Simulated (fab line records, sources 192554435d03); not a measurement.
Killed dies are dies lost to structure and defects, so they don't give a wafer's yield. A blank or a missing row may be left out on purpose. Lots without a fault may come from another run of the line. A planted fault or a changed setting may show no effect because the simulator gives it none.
Chamber matching | flow n5_finfet | N5_BEOL_M1_CO_CAP_55 on cvd_co-02: 3 sister chambers
The step material Co, precursor CCTBA/H2, target thk 2 nm, time 102.1 s. 6 wafers are shown with their chamber, then 12 later ones without.

WAFERS WITH THEIR CHAMBER
wafer  | chamber | heater_power_w (W)
L084.1 | 0       | 239
L084.5 | 2       | 202
L087.5 | 0       | 239
L090.1 | 1       | 252
L090.4 | 2       | 200
L090.5 | 1       | 246

WAFERS WITHOUT THEIR CHAMBER
wafer  | heater_power_w (W)
L091.3 | 198
L091.4 | 255
L091.5 | 240
L095.2 | 235
L095.5 | 199
L095.6 | 254
L096.1 | 245
L096.2 | 255
L096.3 | 198
L097.2 | 237
L097.4 | 203
L097.6 | 257

WHICH CHAMBER EACH WENT THROUGH
wafer  | from the rows above     | in truth
L091.3 | 2                       | 2
L091.4 | 1                       | 1
L091.5 | 0                       | 0
L095.2 | 0                       | 0
L095.5 | 2                       | 2
L095.6 | 1                       | 1
L096.1 | can't be placed: 1 or 0 | 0
L096.2 | 1                       | 1
L096.3 | 2                       | 2
L097.2 | 0                       | 0
L097.4 | 2                       | 2
L097.6 | 1                       | 1
Placed correctly: 11 of 12. Can't be placed from these rows: 1 (the true chamber is among the candidates in 1). Placed wrongly: 0.
How it was worked out, from the rows above alone: a wafer's distance from a chamber is the root of the sum, over the readings, of the square of ((its reading less the chamber's mean) divided by the reading's scatter). The wafer belongs to the nearest chamber; if the next one is less than 2 further off, it can't be placed. A chamber's mean is the mean of its shown wafers. The scatter: the root of (the sum of the squares of (reading less its chamber's mean) over the shown wafers, divided by (wafers less chambers)).
